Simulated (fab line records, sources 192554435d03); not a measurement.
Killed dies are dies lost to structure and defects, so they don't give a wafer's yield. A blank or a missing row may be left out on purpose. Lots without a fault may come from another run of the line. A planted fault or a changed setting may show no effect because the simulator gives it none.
fab line records | flow n5_finfet
record lots=23 wafers=69 last_day=19
route steps=1938 shown HKMG_FIN@458 GATE_CUT@489 MOL_CONTACT_COAG@530
lots that met no fault: from a run of the same line without faults
start_h: hours from the record's first day to the start of the lot's first wafer shown | wait_h: hours since the lot's step before | " the same as in the row above | L1.1+2: a row that stands for several wafers | - no value, or no start given | * or withheld: withheld | < > ~ a bound
route shown NAME@n: a module of which the file shows steps, and the number in the route of the first | usual: mean/standard deviation of fault-free wafers | same: alike in all rows | chamber/n: place in a boat | sites: the reading at each site | _std_site: their standard deviation | _edge_site: outer sites' mean less inner sites' | radius_mm: how far each site lies from the wafer's centre | mask NAME#n: copy n | behind: the tool/chamber that last shaped the wafer | hold: why the lot was held/for how many hours/how that ended | device: the transistor (n, p or np) that didn't switch | end of line: the same wafers' tests at the end of the route | a step without rows: its recipe alone | killed: dies lost to structure and defects at the first sort, not the wafer's yield | map: a wafer's dies, x killed, . not, _ none there
set.NAME: the setting as run; set.NAME@STEP: as run at that earlier step | model.NAME: the simulator's own value behind a step, which no gauge read
steps of the route over a sample of lots; a table a step, a row a wafer
services: from which hour (start_h, from the record's first day; less than 0 if before it) a tool's chamber was out of use, for how many hours, and why
## steps
# step N5_HKMG_FIN_W_FILL_22
# recipe material=W target_thk_a=600 temp_c=400 pressure_torr=39.4 time_s=18.2
# usual heater_power_w=856/59 throttle_valve_pct=19.1/0.83
# columns lot.wafer tool chamber start_h wait_h heater_power_w throttle_valve_pct
L074.2 cvd_w-02 0 84.75 0.0 934 19.6
L074.3 " 1 " " 814 18.1
L074.6 " 0 " " 908 19.7
L075.2 cvd_w-02 0 86.91 0.0 898 19.7
L075.3 " 0 " " 913 19.7
L075.5 " 1 " " 793 18.3
L076.1 cvd_w-02 0 94.77 0.0 939 19.7
L076.4 " 1 " " 804 18.1
L076.5 " 0 " " 901 19.7
L077.3 cvd_w-01 0 101.30 0.0 784 20.2
L077.5 " 1 " " 869 18.1
L077.6 " 0 " " 753 20.1
L078.1 cvd_w-02 1 112.01 0.0 808 18.2
L078.2 " 0 " " 914 19.7
L078.3 " 1 " " 809 18.5
L079.2 cvd_w-02 0 114.90 0.0 912 19.7
L079.4 " 0 " " 930 19.7
L079.6 " 1 " " 799 18.3
L081.2 cvd_w-01 0 121.46 0.0 767 19.8
L081.3 " 1 " " 860 18.3
L081.5 " 1 " " 865 18.1
L080.1 cvd_w-02 0 123.89 0.0 926 19.7
L080.2 " 1 " " 826 18.4
L080.6 " 1 " " 817 18.6
L082.4 cvd_w-02 0 130.86 0.0 919 19.7
L082.5 " 0 " " 948 19.7
L082.6 " 1 " " 802 18.2
L083.2 cvd_w-02 0 138.08 0.0 913 19.7
L083.3 " 0 " " 887 20.1
L083.5 " 1 " " 826 18.4
L084.1 cvd_w-02 0 141.02 0.0 923 19.7
L084.4 " 0 " " 915 19.7
L084.6 " 1 " " 818 18.0
L086.2 cvd_w-01 1 151.34 0.0 865 18.3
L086.3 " 1 " " 870 18.4
L086.4 " 0 " " 760 20.2
L087.1 cvd_w-01 0 160.53 0.0 750 20.3
L087.2 " 1 " " 893 17.9
L087.6 " 0 " " 760 20.3
L088.2 cvd_w-02 0 164.81 0.0 932 19.9
L088.5 " 1 " " 829 18.4
L088.6 " 0 " " 913 19.8
L089.2 cvd_w-02 0 168.71 0.0 934 20.2
L089.4 " 1 " " 810 18.2
L089.5 " 0 " " 909 19.8
L090.2 cvd_w-02 1 175.52 0.0 833 18.4
L090.3 " 0 " " 923 20.1
L090.4 " 1 " " 801 18.3
L091.3 cvd_w-02 0 184.06 0.0 918 19.9
L091.4 " 1 " " 823 18.1
L091.6 " 1 " " 819 18.2
L092.4 cvd_w-01 0 192.25 0.0 769 20.3
L092.5 " 0 " " 779 20.2
L092.6 " 1 " " 845 18.3
L093.1 cvd_w-02 0 194.78 0.0 888 19.8
L093.2 " 1 " " 811 18.4
L093.4 " 1 " " 813 18.4
L094.1 cvd_w-02 1 202.09 0.0 810 18.5
L094.2 " 0 " " 932 19.8
L094.3 " 0 " " 931 20.0
L095.1 cvd_w-02 0 207.35 0.0 951 19.9
L095.4 " 1 " " 821 18.6
L095.5 " 1 " " 805 18.6
L096.3 cvd_w-02 1 217.23 0.0 824 18.3
L096.5 " 1 " " 827 18.3
L096.6 " 0 " " 925 20.0
L097.1 cvd_w-02 0 221.04 0.0 926 19.9
L097.5 " 1 " " 819 18.3
L097.6 " 0 " " 922 19.9
# step N5_GATE_CUT_INSPECT_15
# recipe mode=adi inspect_instrument=brightfield
# usual raw_defect_count=124/42
# columns lot.wafer tool chamber start_h wait_h raw_defect_count
L074.2 defect_inspect-02 - 89.28 0.0 112
L074.3 " - " " 141
L074.6 " - " " 82
L075.2 defect_inspect-02 - 91.54 0.0 83
L075.3 " - " " 131
L075.5 " - " " 187
L076.1 defect_inspect-01 - 99.25 0.1 158
L076.4 " - " " 94
L076.5 " - " " 119
L077.3 defect_inspect-02 - 107.53 0.0 99
L077.5 " - " " 118
L077.6 " - " " 103
L078.1 defect_inspect-02 - 116.53 0.1 142
L078.2 " - " " 93
L078.3 " - " " 74
L079.2 defect_inspect-02 - 119.56 0.0 136
L079.4 " - " " 142
L079.6 " - " " 115
L081.2 defect_inspect-02 - 126.10 0.0 119
L081.3 " - " " 104
L081.5 " - " " 83
L080.1 defect_inspect-01 - 128.63 0.1 106
L080.2 " - " " 92
L080.6 " - " " 90
L082.4 defect_inspect-01 - 135.66 0.0 87
L082.5 " - " " 124
L082.6 " - " " 114
L083.2 defect_inspect-01 - 142.74 0.0 91
L083.3 " - " " 142
L083.5 " - " " 106
L084.1 defect_inspect-01 - 145.51 0.1 94
L084.4 " - " " 101
L084.6 " - " " 84
L086.2 defect_inspect-01 - 155.95 0.0 188
L086.3 " - " " 164
L086.4 " - " " 154
L087.1 defect_inspect-01 - 165.18 0.1 85
L087.2 " - " " 112
L087.6 " - " " 93
L088.2 defect_inspect-01 - 169.41 0.1 140
L088.5 " - " " 106
L088.6 " - " " 123
L089.2 defect_inspect-01 - 173.45 0.0 68
L089.4 " - " " 96
L089.5 " - " " 77
L090.2 defect_inspect-01 - 180.22 0.0 143
L090.3 " - " " 143
L090.4 " - " " 125
L091.3 defect_inspect-02 - 188.53 0.0 71
L091.4 " - " " 60
L091.6 " - " " 74
L092.4 defect_inspect-01 - 197.04 0.0 177
L092.5 " - " " 112
L092.6 " - " " 223
L093.1 defect_inspect-01 - 199.72 0.1 126
L093.2 " - " " 123
L093.4 " - " " 102
L094.1 defect_inspect-01 - 206.90 0.1 232
L094.2 " - " " 163
L094.3 " - " " 232
L095.1 defect_inspect-01 - 212.26 0.1 122
L095.4 " - " " 111
L095.5 " - " " 158
L096.3 defect_inspect-01 - 221.70 0.0 165
L096.5 " - " " 218
L096.6 " - " " 215
L097.1 defect_inspect-01 - 226.15 0.1 109
L097.5 " - " " 119
L097.6 " - " " 102
# step N5_GATE_CUT_STRIP_41
# recipe chemistry=CF4 resist=SiARC power_w=300 bias_power_w=75 pressure_mtorr=50 cf4_flow_sccm=150 rf_frequency_hz=6e+07
# usual drypump_motor_current_A=5.6/0.35 oes_product_au=0.180/0.018 rf_vpp_V=271.2/1.5 showerhead_plenum_p_Torr=1.80/0.058 throttle_valve_pct=13.75/0.23
# columns lot.wafer tool chamber start_h wait_h drypump_motor_current_A oes_product_au rf_hours_counter_h rf_vpp_V showerhead_plenum_p_Torr throttle_valve_pct
L074.2 rie_diel-02 3 89.54 0.0 5.0 0.154 246 269.5 1.71 14.10
L074.3 " 0 " " 5.8 0.205 23 271.3 1.78 13.22
L074.6 " 0 " " 5.7 0.209 - 270.8 1.77 13.21
L075.2 rie_diel-02 3 92.18 0.0 5.1 0.157 247 268.2 1.71 14.10
L075.3 " 0 " " 5.8 0.207 24 270.4 1.77 13.22
L075.5 " 0 " " 5.8 0.209 - 269.7 1.78 13.22
L076.1 rie_diel-01 3 99.51 0.0 6.4 0.169 158 269.6 1.73 13.67
L076.4 " 2 " " 5.5 0.181 143 272.7 1.87 13.97
L076.5 " 2 " " 5.5 0.173 - 272.1 1.87 13.99
L077.3 rie_diel-01 1 107.81 0.0 6.0 0.180 163 271.1 1.78 13.77
L077.5 " 2 " " 5.5 0.176 - 273.0 1.87 13.96
L077.6 " 3 " " 6.5 0.172 - 269.6 1.73 13.69
L078.1 rie_diel-03 1 116.79 0.0 5.9 0.162 237 269.1 1.69 14.00
L078.2 " 3 " " 5.5 0.173 177 272.7 1.79 13.93
L078.3 " 0 " " 5.4 0.177 159 272.1 1.79 13.62
L079.2 rie_diel-03 3 119.82 0.0 5.4 0.176 178 271.6 1.79 13.94
L079.4 " 0 " " 5.4 0.178 160 269.3 1.79 13.60
L079.6 " 2 " " 5.3 0.178 - 270.7 1.80 13.83
L081.2 rie_diel-01 3 126.37 0.0 6.4 0.175 166 269.6 1.72 13.69
L081.3 " 0 " " 5.7 0.165 169 269.7 1.79 13.79
L081.5 " 1 " " 6.1 0.173 - 270.5 1.78 13.78
L080.1 rie_diel-03 0 128.89 0.0 5.4 0.171 163 270.8 1.78 13.62
L080.2 " 2 " " 5.3 0.183 128 271.2 1.80 13.84
L080.6 " 1 " " 5.9 0.166 - 268.9 1.69 14.01
L082.4 rie_diel-02 0 135.97 0.0 5.8 0.204 40 270.6 1.77 13.24
L082.5 " 0 " " 5.8 0.201 - 269.9 1.77 13.24
L082.6 " 3 " " 5.0 0.228 - 273.4 1.91 13.54
L083.2 rie_diel-01 1 142.99 0.0 6.0 0.175 172 270.7 1.78 13.78
L083.3 " 3 " " 6.4 0.172 171 269.6 1.72 13.70
L083.5 " 3 " " 6.4 0.167 - 269.9 1.72 13.70
L084.1 rie_diel-01 2 145.77 0.0 5.5 0.173 157 273.5 1.87 14.00
L084.4 " 1 " " 6.1 0.183 173 270.6 1.78 13.79
L084.6 " 2 " " 5.5 0.174 - 271.9 1.87 14.00
L086.2 rie_diel-03 3 156.21 0.0 5.5 0.179 189 271.3 1.79 13.95
L086.3 " 1 " " 5.9 0.157 248 269.1 1.69 14.02
L086.4 " 0 " " 5.4 0.171 171 270.3 1.78 13.64
L087.1 rie_diel-02 2 165.44 0.0 5.6 0.165 192 270.6 1.79 13.95
L087.2 " 3 " " 5.0 0.223 15 272.8 1.91 13.56
L087.6 " 0 " " 5.8 0.193 - 269.9 1.77 13.27
L088.2 rie_diel-02 2 169.67 0.0 5.6 0.165 193 270.5 1.79 13.96
L088.5 " 3 " " 5.0 0.222 - 274.0 1.91 13.58
L088.6 " 0 " " 5.8 0.206 - 270.3 1.77 13.29
L089.2 rie_diel-02 1 173.71 0.0 5.6 0.169 185 273.7 1.85 13.77
L089.4 " 0 " " 5.8 0.195 52 270.6 1.77 13.29
L089.5 " 3 " " 5.0 0.220 - 273.8 1.91 13.56
L090.2 rie_diel-01 3 180.48 0.0 6.4 0.167 183 269.1 1.72 13.74
L090.3 " 2 " " 5.5 0.173 166 271.3 1.86 14.02
L090.4 " 0 " " 5.7 0.169 187 271.5 1.79 13.85
L091.3 rie_diel-03 2 188.79 0.0 5.4 0.182 149 270.5 1.79 13.87
L091.4 " 1 " " 5.9 0.225 2 272.9 1.89 13.46
L091.6 " 2 " " 5.4 0.173 - 270.1 1.79 13.90
L092.4 rie_diel-03 3 197.30 0.0 5.5 0.175 202 270.6 1.79 13.99
L092.5 " 3 " " 5.5 0.172 - 269.5 1.79 13.99
L092.6 " 2 " " 5.4 0.177 - 271.0 1.79 13.88
L093.1 rie_diel-03 3 199.98 0.0 5.5 0.170 203 269.2 1.79 14.00
L093.2 " 1 " " 5.9 0.214 6 272.4 1.89 13.47
L093.4 " 2 " " 5.3 0.172 152 271.1 1.79 13.89
L094.1 rie_diel-03 2 207.73 0.0 5.3 0.178 155 269.6 1.79 13.89
L094.2 " 3 " " 5.4 0.164 206 270.4 1.79 14.01
L094.3 " 0 " " 5.4 0.168 188 271.4 1.78 13.66
L095.1 rie_diel-03 0 212.52 0.0 5.4 0.172 189 270.4 1.78 13.67
L095.4 " 1 " " 5.9 0.213 9 272.2 1.89 13.49
L095.5 " 3 " " 5.5 0.169 - 270.2 1.79 14.01
L096.3 rie_diel-02 2 221.96 0.0 5.6 0.164 205 271.6 1.79 13.97
L096.5 " 2 " " 5.6 0.161 - 269.2 1.79 13.98
L096.6 " 3 " " 5.1 0.210 - 272.3 1.91 13.60
L097.1 rie_diel-02 2 226.41 0.0 5.6 0.162 205 270.9 1.79 13.98
L097.5 " 3 " " 5.0 0.213 - 274.1 1.91 13.61
L097.6 " 2 " " 5.6 0.161 - 269.9 1.79 13.98
# step N5_GATE_CUT_CMP_23
# recipe stop_on=SiO2 t_overpolish_s=23.4 post_cmp_clean=alkaline_brush down_force_psi=2.5 platen_rpm=51.8 pad_velocity_m_s=1.0307 target_thk_nm=16
# usual motor_current_A=8.7/0.82 overpolish_run_s=23.400/0.0098 time_to_endpoint_s=19.6/2.1
# same t_overpolish_s=23.4
# columns lot.wafer tool chamber start_h wait_h motor_current_A overpolish_run_s time_to_endpoint_s
L074.3 cmp-01 1 92.56 0.8 8.8 23.417 20.0
L074.2 " 2 " " 8.3 23.372 17.1
L074.6 " 1 " " 8.8 23.395 18.5
L075.2 cmp-02 0 94.98 0.8 9.8 23.405 19.1
L075.3 " 1 " " 7.9 23.399 20.2
L075.5 " 3 " " 9.0 23.411 20.3
L076.1 cmp-01 0 101.61 0.8 8.2 23.401 19.9
L076.4 " 1 " " 9.3 23.396 19.7
L076.5 " 1 " " 9.3 23.395 21.4
L077.3 cmp-04 2 109.99 0.8 8.3 23.388 20.2
L077.5 " 0 " " 7.1 23.394 19.8
L077.6 " 1 " " 8.9 23.399 19.2
L078.2 cmp-02 0 119.00 0.9 10.2 23.389 19.7
L078.3 " 1 " " 7.3 23.411 18.1
L078.1 " 2 " " 8.7 23.395 19.1
L079.2 cmp-02 0 122.54 0.8 9.3 23.397 23.6
L079.4 " 3 " " 9.3 23.411 23.8
L079.6 " 1 " " 7.6 23.399 22.5
L081.3 cmp-01 2 129.31 0.8 7.9 23.395 15.7
L081.2 " 0 " " 8.1 23.420 20.7
L081.5 " 3 " " 8.1 23.401 23.3
L080.2 cmp-01 0 131.37 0.8 7.9 23.402 19.0
L080.1 " 2 " " 8.3 23.389 18.2
L080.6 " 0 " " 7.9 23.391 22.7
L082.4 cmp-04 2 138.22 0.9 8.7 23.389 21.4
L082.6 " 3 " " 9.4 23.410 22.6
L082.5 " 0 " " 7.5 23.395 21.1
L083.3 cmp-02 2 145.10 0.8 8.7 23.382 18.2
L083.2 " 3 " " 9.3 23.413 18.0
L083.5 " 3 " " 9.2 23.416 17.4
L084.1 cmp-04 3 147.91 0.8 10.0 23.396 17.9
L084.4 " 1 " " 9.2 23.388 17.3
L084.6 " 3 " " 9.6 23.390 19.0
L086.3 cmp-04 1 158.52 0.8 9.6 23.399 16.9
L086.2 " 2 " " 8.3 23.395 16.7
L086.4 " 3 " " 9.9 23.405 18.8
L087.1 cmp-04 0 167.54 0.8 7.7 23.412 17.4
L087.2 " 3 " " 9.9 23.391 20.1
L087.6 " 0 " " 7.9 23.398 19.8
L088.2 cmp-02 0 171.77 0.8 9.6 23.395 21.5
L088.5 " 0 " " 9.5 23.399 18.6
L088.6 " 1 " " 7.8 23.411 20.8
L089.2 cmp-01 0 175.88 0.8 7.8 23.377 18.4
L089.4 " 2 " " 8.1 23.399 16.2
L089.5 " 3 " " 8.0 23.395 18.8
L090.2 cmp-02 3 183.06 0.8 9.4 23.401 15.7
L090.3 " 0 " " 9.5 23.386 20.2
L090.4 " 1 " " 7.6 23.394 18.9
L091.3 cmp-04 0 190.93 0.8 7.6 23.411 18.3
L091.4 " 2 " " 8.6 23.399 16.7
L091.6 " 0 " " 7.6 23.391 17.1
L092.4 cmp-01 3 199.40 0.0 8.0 23.400 19.7
L092.6 " 3 " " 7.7 23.397 22.5
L092.5 " 0 " " 8.3 23.399 18.6
L093.2 cmp-02 0 202.08 0.8 9.5 23.395 21.3
L093.4 " 1 " " 7.9 23.398 18.4
L093.1 " 3 " " 9.1 23.402 21.1
L094.1 cmp-01 0 209.84 0.8 7.8 23.403 19.1
L094.3 " 1 " " 8.6 23.398 18.5
L094.2 " 3 " " 7.7 23.400 22.7
L095.4 cmp-02 1 214.69 0.8 7.7 23.398 18.8
L095.1 " 2 " " 8.8 23.403 17.8
L095.5 " 3 " " 9.7 23.392 19.4
L096.3 cmp-04 2 224.71 0.8 8.5 23.405 18.2
L096.5 " 0 " " 7.7 23.417 21.0
L096.6 " 1 " " 9.9 23.406 17.9
L097.1 cmp-02 3 228.51 0.8 9.2 23.395 20.4
L097.6 " 3 " " 9.1 23.401 20.0
L097.5 " 0 " " 10.2 23.398 18.7
# step N5_MOL_CONTACT_COAG_ETCH_59
# recipe chemistry=N2/H2 target=underlayer target_depth_a=130 mask_material=CAR-EUV time_s=10.4 ion_energy_ev=200 pressure_mtorr=30 source_w=840 bias_w=150 n2_flow_sccm=200 h2_flow_sccm=200 ends=cleared
# usual drypump_motor_current_A=5.70/0.25 etch_rf_on_time_s=10.36/0.24 oes_product_au=0.70/0.086 rf_vpp_V=525.0/2.9 showerhead_plenum_p_Torr=2.59/0.099 throttle_valve_pct=17.8/0.32
# columns lot.wafer tool chamber start_h wait_h drypump_motor_current_A etch_rf_on_time_s oes_product_au rf_hours_counter_h rf_vpp_V showerhead_plenum_p_Torr throttle_valve_pct
L074.2 rie_diel-04 3 94.36 0.0 6.04 10.22 0.80 14 529.7 2.72 17.8
L074.3 " 1 " " 6.03 10.67 0.56 234 525.4 2.61 18.1
L074.6 " 3 " " 6.04 10.16 0.81 - 528.1 2.72 17.8
L075.2 rie_diel-05 2 96.51 0.0 6.15 10.33 0.75 39 524.2 2.59 18.0
L075.3 " 1 " " 5.84 10.46 0.59 244 526.8 2.60 17.7
L075.5 " 0 " " 5.59 10.45 0.69 - 524.0 2.56 17.5
L076.1 rie_diel-06 0 103.20 0.0 5.59 10.49 0.76 26 528.9 2.72 17.8
L076.4 " 2 " " 5.73 10.21 0.80 12 527.8 2.70 17.3
L076.5 " 1 " " 5.59 10.13 0.75 - 520.7 2.49 17.7
L077.3 rie_diel-04 0 111.68 0.0 5.39 10.64 0.60 206 524.2 2.52 17.8
L077.5 " 3 " " 6.04 10.06 0.79 - 528.5 2.72 17.8
L077.6 " 2 " " 5.46 10.32 0.61 - 519.1 2.43 18.4
L078.1 rie_diel-05 2 120.49 0.0 6.15 10.50 0.74 48 524.4 2.59 18.0
L078.2 " 3 " " 5.89 10.75 0.58 230 523.2 2.52 18.2
L078.3 " 0 " " 5.60 10.42 0.68 91 525.7 2.56 17.5
L079.2 rie_diel-04 3 124.87 0.0 6.05 10.26 0.78 24 528.9 2.72 17.8
L079.4 " 3 " " 6.05 10.23 0.77 - 526.4 2.72 17.8
L079.6 " 1 " " 6.04 10.89 0.56 - 527.1 2.60 18.2
L081.2 rie_diel-04 1 130.80 0.0 6.07 10.73 0.56 249 524.1 2.60 18.2
L081.3 " 3 " " 6.05 10.28 0.77 26 528.4 2.72 17.8
L081.5 " 1 " " 6.06 10.79 0.56 - 525.8 2.60 18.1
L080.1 rie_diel-06 2 132.95 0.0 5.77 10.15 0.78 23 528.7 2.70 17.3
L080.2 " 3 " " 5.28 10.01 0.61 236 525.9 2.61 17.8
L080.6 " 1 " " 5.63 10.19 0.74 - 522.5 2.48 17.7
L082.4 rie_diel-05 1 139.59 0.0 5.82 10.35 0.85 0 526.3 2.60 17.2
L082.5 " 0 " " 5.54 10.41 0.67 - 523.0 2.56 17.5
L082.6 " 1 " " 5.82 10.46 0.84 - 526.2 2.60 17.2
L083.2 rie_diel-06 0 146.61 0.0 5.58 10.58 0.73 42 529.7 2.71 17.9
L083.3 " 1 " " 5.63 10.11 0.75 67 522.6 2.48 17.8
L083.5 " 1 " " 5.61 10.12 0.74 - 521.8 2.48 17.8
L084.1 rie_diel-06 0 149.36 0.0 5.59 10.41 0.74 42 527.5 2.71 17.9
L084.4 " 3 " " 5.27 10.04 0.60 242 525.4 2.60 17.8
L084.6 " 3 " " 5.26 10.07 0.61 - 526.3 2.60 17.8
L086.2 rie_diel-04 3 159.97 0.0 6.06 10.14 0.76 40 526.0 2.71 17.8
L086.3 " 2 " " 5.48 10.36 0.59 215 520.8 2.42 18.4
L086.4 " 1 " " 6.05 10.10 0.84 3 524.8 2.60 17.7
L087.1 rie_diel-05 1 169.06 0.0 5.81 10.47 0.80 10 525.6 2.60 17.3
L087.2 " 0 " " 5.56 10.37 0.67 112 523.5 2.55 17.5
L087.6 " 2 " " 6.13 10.59 0.72 - 524.9 2.58 18.0
L088.2 rie_diel-04 1 173.27 0.0 6.03 10.08 0.82 8 527.0 2.60 17.7
L088.5 " 3 " " 6.02 10.06 0.76 - 525.3 2.71 17.8
L088.6 " 2 " " 5.46 10.36 0.59 - 518.5 2.42 18.4
L089.2 rie_diel-06 0 177.58 0.0 5.60 10.51 0.72 52 527.9 2.71 17.9
L089.4 " 2 " " 5.74 10.12 0.75 - 528.2 2.69 17.4
L089.5 " 1 " " 5.63 9.95 0.73 - 520.1 2.48 17.8
L090.2 rie_diel-06 1 186.06 0.0 5.61 10.07 0.72 81 522.4 2.47 17.8
L090.3 " 2 " " 5.75 10.19 0.75 42 528.7 2.69 17.3
L090.4 " 0 " " 5.60 10.41 0.72 - 527.8 2.70 17.9
L091.3 rie_diel-06 2 192.38 0.0 5.78 10.16 0.74 45 527.0 2.69 17.3
L091.4 " 1 " " 5.64 10.17 0.72 - 521.5 2.47 17.8
L091.6 " 2 " " 5.77 10.18 0.75 - 528.9 2.69 17.3
L092.4 rie_diel-06 1 200.91 0.0 5.59 9.98 0.72 87 521.3 2.47 17.8
L092.5 " 0 " " 5.59 10.46 0.70 - 526.1 2.70 17.9
L092.6 " 3 " " 5.25 10.09 0.87 - 524.5 2.60 17.3
L093.1 rie_diel-06 0 203.74 0.0 5.59 10.49 0.71 61 527.3 2.70 17.9
L093.2 " 2 " " 5.74 10.24 0.74 49 527.3 2.69 17.4
L093.4 " 1 " " 5.58 10.11 0.72 87 521.5 2.47 17.8
L094.1 rie_diel-06 0 211.66 0.0 5.58 10.50 0.71 63 527.3 2.70 17.9
L094.2 " 3 " " 5.26 10.12 0.86 5 524.5 2.60 17.4
L094.3 " 2 " " 5.74 10.23 0.73 51 529.4 2.69 17.4
L095.1 rie_diel-05 1 216.11 0.0 5.83 10.43 0.76 29 525.9 2.59 17.3
L095.4 " 2 " " 6.13 10.61 0.69 86 524.3 2.57 18.0
L095.5 " 3 " " 5.85 10.70 0.84 - 523.2 2.51 17.8
L096.3 rie_diel-04 3 226.12 0.0 6.04 10.14 0.73 59 529.2 2.70 17.9
L096.5 " 3 " " 6.03 10.18 0.73 - 527.4 2.70 17.8
L096.6 " 2 " " 5.47 10.51 0.58 - 519.3 2.41 18.4
L097.1 rie_diel-04 1 230.01 0.0 6.01 10.14 0.79 24 525.2 2.59 17.7
L097.5 " 3 " " 6.04 10.08 0.73 - 528.1 2.70 17.9
L097.6 " 2 " " 5.45 10.59 0.57 - 520.5 2.41 18.4
# step N5_MOL_CONTACT_COAG_ETCH_106
# recipe chemistry=N2/H2 target=SOC target_depth_a=800 overetch_a=160 mask_material=SiARC temp_c=40 time_s=120 ion_energy_ev=200 pressure_mtorr=30 source_w=840 bias_w=150 n2_flow_sccm=200 h2_flow_sccm=200
# usual drypump_motor_current_A=5.70/0.25 oes_product_au=0.73/0.084 rf_vpp_V=525.1/2.8 showerhead_plenum_p_Torr=2.59/0.099 throttle_valve_pct=17.8/0.32
# columns lot.wafer tool chamber start_h wait_h drypump_motor_current_A oes_product_au rf_hours_counter_h rf_vpp_V showerhead_plenum_p_Torr throttle_valve_pct
L074.2 rie_diel-04 3 94.41 0.0 6.04 0.83 14 527.8 2.72 17.7
L074.3 " 1 " " 6.04 0.61 234 525.9 2.61 18.1
L074.6 " 3 " " 6.02 0.82 - 529.2 2.72 17.7
L075.2 rie_diel-05 2 96.56 0.0 6.14 0.80 39 524.6 2.59 17.9
L075.3 " 1 " " 5.83 0.62 244 527.1 2.60 17.6
L075.5 " 0 " " 5.58 0.72 - 524.6 2.56 17.4
L076.1 rie_diel-06 0 103.25 0.0 5.56 0.79 26 528.8 2.72 17.8
L076.4 " 2 " " 5.75 0.82 12 527.8 2.70 17.3
L076.5 " 1 " " 5.60 0.78 - 523.3 2.49 17.7
L077.3 rie_diel-04 0 111.73 0.0 5.42 0.63 206 522.6 2.52 17.8
L077.5 " 3 " " 6.04 0.82 - 527.9 2.72 17.7
L077.6 " 2 " " 5.47 0.63 - 521.2 2.43 18.3
L078.1 rie_diel-05 2 120.54 0.0 6.16 0.78 48 526.0 2.59 18.0
L078.2 " 3 " " 5.92 0.62 230 523.0 2.52 18.2
L078.3 " 0 " " 5.52 0.72 91 522.6 2.56 17.5
L079.2 rie_diel-04 3 124.92 0.0 6.04 0.81 24 528.8 2.72 17.8
L079.4 " 3 " " 6.03 0.80 - 529.2 2.72 17.8
L079.6 " 1 " " 6.00 0.59 - 526.6 2.60 18.1
L081.2 rie_diel-04 1 130.85 0.0 6.04 0.60 249 527.5 2.60 18.1
L081.3 " 3 " " 6.04 0.80 26 528.7 2.72 17.8
L081.5 " 1 " " 6.03 0.60 - 525.2 2.60 18.1
L080.1 rie_diel-06 2 133.00 0.0 5.75 0.80 23 528.6 2.70 17.3
L080.2 " 3 " " 5.26 0.63 237 525.1 2.61 17.7
L080.6 " 1 " " 5.61 0.76 - 520.6 2.48 17.7
L082.4 rie_diel-05 1 139.64 0.0 5.82 0.88 0 526.1 2.60 17.2
L082.5 " 0 " " 5.58 0.71 - 524.5 2.56 17.5
L082.6 " 1 " " 5.80 0.88 - 526.2 2.60 17.2
L083.2 rie_diel-06 0 146.66 0.0 5.59 0.77 42 528.2 2.71 17.9
L083.3 " 1 " " 5.61 0.76 67 522.0 2.48 17.7
L083.5 " 1 " " 5.62 0.76 - 521.9 2.48 17.7
L084.1 rie_diel-06 0 149.41 0.0 5.62 0.77 42 526.9 2.71 17.8
L084.4 " 3 " " 5.29 0.62 242 526.0 2.61 17.8
L084.6 " 3 " " 5.27 0.62 - 525.9 2.61 17.8
L086.2 rie_diel-04 3 160.02 0.0 6.04 0.78 40 527.3 2.71 17.8
L086.3 " 2 " " 5.46 0.62 215 521.0 2.42 18.4
L086.4 " 1 " " 6.04 0.87 3 524.4 2.60 17.6
L087.1 rie_diel-05 1 169.11 0.0 5.81 0.84 10 524.2 2.60 17.2
L087.2 " 0 " " 5.58 0.70 112 524.1 2.55 17.5
L087.6 " 2 " " 6.15 0.75 - 525.5 2.58 18.0
L088.2 rie_diel-04 1 173.32 0.0 6.05 0.85 8 523.8 2.60 17.7
L088.5 " 3 " " 6.03 0.78 - 526.3 2.71 17.8
L088.6 " 2 " " 5.47 0.61 - 519.8 2.42 18.4
L089.2 rie_diel-06 0 177.63 0.0 5.63 0.76 52 529.4 2.71 17.9
L089.4 " 2 " " 5.75 0.78 - 529.0 2.69 17.3
L089.5 " 1 " " 5.61 0.75 - 522.3 2.48 17.7
L090.2 rie_diel-06 1 186.11 0.0 5.64 0.74 81 521.8 2.47 17.8
L090.3 " 2 " " 5.73 0.78 42 528.0 2.69 17.3
L090.4 " 0 " " 5.58 0.76 - 528.1 2.70 17.9
L091.3 rie_diel-06 2 192.43 0.0 5.76 0.77 45 527.4 2.69 17.3
L091.4 " 1 " " 5.65 0.74 - 522.1 2.47 17.7
L091.6 " 2 " " 5.75 0.77 - 528.7 2.69 17.3
L092.4 rie_diel-06 1 200.96 0.0 5.63 0.74 87 522.4 2.47 17.8
L092.5 " 0 " " 5.61 0.75 - 527.9 2.70 17.9
L092.6 " 3 " " 5.28 0.88 - 526.2 2.60 17.3
L093.1 rie_diel-06 0 203.79 0.0 5.60 0.74 61 527.5 2.70 17.9
L093.2 " 2 " " 5.77 0.77 49 528.2 2.69 17.3
L093.4 " 1 " " 5.63 0.75 87 521.2 2.47 17.8
L094.1 rie_diel-06 0 211.71 0.0 5.56 0.75 63 527.7 2.70 17.9
L094.2 " 3 " " 5.28 0.88 5 525.8 2.60 17.3
L094.3 " 2 " " 5.74 0.76 51 528.8 2.69 17.3
L095.1 rie_diel-05 1 216.16 0.0 5.80 0.79 29 525.4 2.59 17.2
L095.4 " 2 " " 6.12 0.74 87 524.8 2.57 18.0
L095.5 " 3 " " 5.89 0.87 - 523.9 2.51 17.8
L096.3 rie_diel-04 3 226.17 0.0 6.03 0.75 59 528.3 2.70 17.8
L096.5 " 3 " " 6.03 0.76 - 529.1 2.70 17.8
L096.6 " 2 " " 5.45 0.61 - 519.9 2.41 18.4
L097.1 rie_diel-04 1 230.05 0.0 6.06 0.81 24 524.7 2.59 17.7
L097.5 " 3 " " 6.02 0.76 - 527.2 2.70 17.8
L097.6 " 2 " " 5.43 0.61 - 521.3 2.41 18.4
## services
# columns tool chamber start_h hours kind
cmp-01 - 62.17 8.9 pm
cmp-04 - 62.63 4.0 pm
cvd_w-01 - 71.04 1.5 repair
rie_diel-03 2 73.79 3.4 repair
cmp-04 - 79.78 5.6 pm
rie_diel-05 3 87.35 1.4 repair
rie_diel-02 2 88.89 6.0 repair
rie_diel-03 0 96.09 2.1 repair
cmp-02 - 110.64 4.0 pm
cmp-01 - 113.90 7.3 pm
rie_diel-04 0 120.85 5.2 repair
rie_diel-03 1 123.37 2.8 repair
rie_diel-01 1 129.06 5.2 repair
cmp-02 - 132.78 1.0 repair
rie_diel-04 1 135.28 - clean
rie_diel-04 1 135.28 - consumable_replace:focus_ring
rie_diel-01 1 149.61 2.3 repair
rie_diel-01 2 150.61 2.8 repair
rie_diel-06 3 172.28 - clean
rie_diel-06 3 172.28 - consumable_replace:focus_ring
rie_diel-06 3 172.28 22.5 scheduled_down
rie_diel-06 3 172.28 22.5 vent_cycle
cmp-02 - 190.77 2.5 repair
cmp-04 - 204.99 14.7 pm
## key
fault none
